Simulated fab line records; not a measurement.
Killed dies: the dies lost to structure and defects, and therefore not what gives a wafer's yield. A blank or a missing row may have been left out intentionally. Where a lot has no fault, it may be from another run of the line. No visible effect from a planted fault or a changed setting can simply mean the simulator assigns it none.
Chamber matching + flow n5_finfet + 4 sister chambers for N5_BEOL_M14_DESCUM_15 on rie_diel-05
The step chemistry O2, time 7.9 s. 14 wafers are shown with their chamber, then 7 later ones without.

== EACH WAFER AND ITS CHAMBER ==
| wafer  | chamber | showerhead_plenum_p_Torr (Torr) | throttle_valve_pct (%) | rf_vpp_V (V) |
|--------|---------|---------------------------------|------------------------|--------------|
| L078.2 | 3       | 2.04                            | 20.10                  | 242.8        |
| L078.3 | 2       | 2.17                            | 20.66                  | 244.2        |
| L078.6 | 0       | 2.09                            | 20.23                  | 243.5        |
| L080.2 | 3       | 2.04                            | 20.11                  | 242.0        |
| L080.4 | 1       | 2.03                            | 20.27                  | 240.6        |
| L080.5 | 2       | 2.16                            | 20.67                  | 244.3        |
| L085.1 | 1       | 2.03                            | 20.28                  | 241.6        |
| L085.4 | 0       | 2.08                            | 20.24                  | 243.6        |
| L085.6 | 1       | 2.03                            | 20.28                  | 241.8        |
| L086.2 | 3       | 2.04                            | 20.12                  | 243.0        |
| L086.4 | 1       | 2.03                            | 20.30                  | 242.3        |
| L086.5 | 3       | 2.04                            | 20.13                  | 242.7        |
| L088.2 | 1       | 2.02                            | 20.29                  | 242.2        |
| L088.3 | 2       | 2.15                            | 20.33                  | 243.4        |

SIGNATURES (means of the wafers above)
| reading                  | chamber 0 | chamber 1 | chamber 2 | chamber 3 | scatter within a chamber |
|--------------------------|-----------|-----------|-----------|-----------|--------------------------|
| showerhead_plenum_p_Torr | 2.0850    | 2.0280    | 2.1600    | 2.0400    | 0.00574                  |
| throttle_valve_pct       | 20.2350   | 20.2840   | 20.5533   | 20.1150   | 0.0871                   |
| rf_vpp_V                 | 243.550   | 241.700   | 243.967   | 242.625   | 0.538                    |
Rule: distance of a wafer from a chamber = root of the sum over the readings of ((wafer's reading minus chamber's mean) / reading's scatter) squared. If the next closest chamber is less than 2 further off than the closest, the wafer can't be placed; otherwise it belongs to the closest. The scatter is the square root of a quotient: the sum, over the shown wafers, of each reading's squared deviation from its chamber's mean, divided by wafers minus chambers.

== WAFERS WHOSE CHAMBER IS MISSING ==
| wafer  | showerhead_plenum_p_Torr (Torr) | throttle_valve_pct (%) | rf_vpp_V (V) |
|--------|---------------------------------|------------------------|--------------|
| L088.6 | 2.08                            | 20.28                  | 243.0        |
| L092.1 | 2.15                            | 20.33                  | 243.0        |
| L092.2 | 2.03                            | 20.13                  | 242.0        |
| L092.4 | 2.08                            | 20.29                  | 244.7        |
| L095.2 | 2.15                            | 20.34                  | 244.2        |
| L095.5 | 2.15                            | 20.33                  | 245.5        |
| L095.6 | 2.03                            | 20.15                  | 240.5        |

== EACH ONE'S CHAMBER ==
| wafer  | from the rows above     | in truth |
|--------|-------------------------|----------|
| L088.6 | 0                       | 0        |
| L092.1 | 2                       | 2        |
| L092.2 | can't be placed: 1 or 3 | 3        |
| L092.4 | 0                       | 0        |
| L095.2 | 2                       | 2        |
| L095.5 | 2                       | 2        |
| L095.6 | can't be placed: 1 or 3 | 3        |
Correct placement for 5 of the 7. Can't be placed from these rows: 2 (the true chamber is among the candidates in 2). Number placed wrongly: 0.
